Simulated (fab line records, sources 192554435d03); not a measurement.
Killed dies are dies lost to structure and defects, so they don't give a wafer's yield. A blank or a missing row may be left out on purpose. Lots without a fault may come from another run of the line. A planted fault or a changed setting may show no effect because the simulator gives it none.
Chamber matching | flow n5_finfet | N5_BEOL_M2_ETCH_64 on rie_diel-04: 4 sister chambers
The step etches SOC in N2/H2, target depth 75 nm, overetch 22.5 nm, time 121.9 s. 4 wafers are shown with their chamber, then 10 later ones without.

WAFERS WITH THEIR CHAMBER
wafer  | chamber | showerhead_plenum_p_Torr (Torr)
L083.3 | 2       | 2.43
L083.5 | 0       | 2.59
L085.3 | 1       | 2.58
L085.4 | 3       | 2.60

WAFERS WITHOUT THEIR CHAMBER
wafer  | showerhead_plenum_p_Torr (Torr)
L085.6 | 2.43
L094.1 | 2.58
L094.2 | 2.57
L094.6 | 2.59
L095.1 | 2.58
L095.3 | 2.59
L095.5 | 2.59
L097.2 | 2.59
L097.4 | 2.57
L097.6 | 2.42

WHICH CHAMBER EACH WENT THROUGH
wafer  | from the rows above          | in truth
L085.6 | 2                            | 2
L094.1 | can't be placed: 1 or 0      | 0
L094.2 | can't be placed: 1 or 0      | 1
L094.6 | can't be placed: 0 or 1 or 3 | 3
L095.1 | can't be placed: 1 or 0      | 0
L095.3 | can't be placed: 0 or 1 or 3 | 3
L095.5 | can't be placed: 0 or 1 or 3 | 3
L097.2 | can't be placed: 0 or 1 or 3 | 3
L097.4 | can't be placed: 1 or 0      | 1
L097.6 | 2                            | 2
Placed correctly: 2 of 10. Can't be placed from these rows: 8 (the true chamber is among the candidates in 8). Placed wrongly: 0.
How it was worked out, from the rows above alone: a wafer's distance from a chamber is the root of the sum, over the readings, of the square of ((its reading less the chamber's mean) divided by the reading's scatter). The wafer belongs to the nearest chamber; if the next one is less than 2 further off, it can't be placed. A chamber's mean is the mean of its shown wafers. The scatter: with one shown wafer a chamber, the root of the mean of the squares of how far each hidden wafer lies from its nearest shown one.
